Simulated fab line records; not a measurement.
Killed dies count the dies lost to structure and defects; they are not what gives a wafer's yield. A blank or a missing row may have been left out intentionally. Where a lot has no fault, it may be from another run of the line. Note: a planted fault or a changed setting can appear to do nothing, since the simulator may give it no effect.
A single fault, viewed from 2 desks :: flow n5_finfet :: numbers are kept per desk, each desk with only its own; the story behind them comes last

== THE TOOL OWNER'S DESK: litho_track-01 ==
The tool's own readings at N5_BEOL_M0_SAQP_COAT_105 (time 60 s, resist thk 100 nm): means of the sampled wafers that have a number, for each lot that ran on this tool. If a lot's mean is further than 4 standard deviations from the usual mean, the lot is out of limits and carries the mark OUT (the distance appears in the brackets).
Columns: A = spin_speed_rpm at N5_BEOL_M0_SAQP_COAT_105, usual 1500.0 rpm
lot: L102
first seen here: day 6 08:50
A: 1500.2

lot: L105
first seen here: day 7 04:10
A: 1501.0

lot: L107
first seen here: day 7 21:13
A: 1372.9 (-99 or more) OUT

lot: L108
first seen here: day 8 01:58
A: 1373.1 (-99 or more) OUT

lot: L109
first seen here: day 8 07:31
A: 1373.0 (-99 or more) OUT
This desk finds L107, L108, L109 out of limits, L107 being first, at day 7 21:13 (spin_speed_rpm at N5_BEOL_M0_SAQP_COAT_105). L102, L105: within limits.

== THE METROLOGY DESK ==
What the gauges read, lot by lot, whatever tool the lot ran on: means of the sampled wafers that have a number. If a lot's mean is further than 4 standard deviations from the usual mean, the lot is out of limits and carries the mark OUT (the distance appears in the brackets). Of its 10 readings 7 are shown: those that lie furthest out on some lot.
Columns: A = DIBL_N at N5_BEOL_M4_RC_MEAS_101, usual 35.8 mV/V; B = DIBL_P at N5_BEOL_M4_RC_MEAS_101, usual 35.3 mV/V; C = IOFF_P at N5_BEOL_M4_RC_MEAS_101, usual 0.194 nA/um; D = ION_N at N5_BEOL_M4_RC_MEAS_101, usual 667 uA/um; E = ION_P at N5_BEOL_M4_RC_MEAS_101, usual 456 uA/um; F = VT_N at N5_BEOL_M4_RC_MEAS_101, usual 251 mV; G = VT_P at N5_BEOL_M4_RC_MEAS_101, usual -252 mV
lot: L102
first seen here: day 10 23:08
A: 35.6
B: 38.1
C: 0.194
D: 671
E: 457
F: 250
G: -253

lot: L103
first seen here: day 11 04:16
A: 36.3
B: 35.3
C: 0.189
D: 673
E: 457
F: 251
G: -250

lot: L105
first seen here: day 11 20:26
A: 35.0
B: 34.3
C: 0.161
D: 649
E: 448
F: 255
G: -257

lot: L107
first seen here: day 12 09:15
A: 36.4
B: 35.5
C: 0.223
D: 669
E: 464
F: 250
G: -246

lot: L109
first seen here: day 12 12:49
A: 35.4
B: 33.9
C: 0.183
D: 666
E: 455
F: 252
G: -252

lot: L108
first seen here: day 12 13:01
A: 34.7
B: 35.8
C: 0.219
D: 665
E: 463
F: 249
G: -248

lot: L115
first seen here: day 14 01:35
A: 35.0
B: 34.1
C: 0.183
D: 658
E: 453
F: 254
G: -252

lot: L117
first seen here: day 14 15:12
A: 36.7
B: 35.5
C: 0.174
D: 664
E: 447
F: 251
G: -253

lot: L118
first seen here: day 14 23:49
A: 36.2
B: 34.5
C: 0.226
D: 670
E: 465
F: 246
G: -247

lot: L119
first seen here: day 15 02:43
A: 33.5
B: 32.6
C: 0.156
D: 656
E: 450
F: 252
G: -255
This desk's finding: nothing out of limits on any of the 10 lots.

== ALL TOGETHER ==
The tool owner's desk could have raised an alarm at day 7 21:13, on L107, L108, L109.
Nothing out of limits was seen by the metrology desk.
The metrology desk has L107, L108, L109 on record, within its limits.
Of the lots named, all ran N5_BEOL_M0_SAQP_COAT_105 on litho_track-01.

== WHAT HAD BEEN PUT IN BY THE SIMULATOR ==
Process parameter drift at N5_BEOL_M0_SAQP_COAT_105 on litho_track-01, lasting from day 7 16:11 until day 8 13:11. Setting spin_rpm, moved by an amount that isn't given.
Shown lots that were struck: L107, L108, L109.
Each desk's first reading out of limits, in hours after the fault started: the tool owner's desk, 5.
